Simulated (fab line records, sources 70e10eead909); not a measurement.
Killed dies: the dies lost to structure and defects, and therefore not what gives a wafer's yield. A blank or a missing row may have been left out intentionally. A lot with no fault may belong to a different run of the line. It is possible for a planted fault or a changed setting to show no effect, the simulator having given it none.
Matching of chambers -- flow nand harc -- rie diel-13 running NHARC_P_GATE_DESCUM_31: 4 sister chambers
The step chemistry O2, time 3 s. 4 wafers are shown with their chamber, then 12 later ones without.

WAFERS, EACH WITH ITS CHAMBER
wafer,chamber,drypump motor current A (A)
L084.1,2,6.1
L092.1,0,5.6
L092.3,3,5.0
L092.5,1,6.1

WAFERS WITHOUT THEIR CHAMBER
wafer,drypump motor current A (A)
L093.2,6.1
L093.3,5.0
L093.6,6.1
L094.2,6.2
L094.4,6.1
L094.5,6.1
L095.1,5.6
L095.4,6.2
L095.5,6.1
L096.2,6.1
L096.4,5.6
L096.5,6.1

CHAMBER TAKEN BY EACH
wafer,from the rows above,in truth
L093.2,can't be placed: 1 or 2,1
L093.3,3,3
L093.6,can't be placed: 1 or 2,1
L094.2,can't be placed: 1 or 2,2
L094.4,can't be placed: 1 or 2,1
L094.5,can't be placed: 1 or 2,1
L095.1,0,0
L095.4,can't be placed: 1 or 2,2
L095.5,can't be placed: 1 or 2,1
L096.2,can't be placed: 1 or 2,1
L096.4,0,0
L096.5,can't be placed: 1 or 2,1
3 of 12 placed correctly. Cannot be placed on the basis of these rows: 9; the candidates contain the true chamber in 9. Wrongly placed: 0.
How it was worked out, from the rows above alone: a wafer's distance from a chamber is the root of the sum, over the readings, of the square of ((its reading less the chamber's mean) divided by the reading's scatter). If the next closest chamber is less than 2 further off than the closest, the wafer can't be placed; otherwise it belongs to the closest. For every chamber, the mean is computed from those of its wafers that are shown. The scatter: root of mean squared gap, hidden wafer to nearest shown wafer, with one shown wafer a chamber.
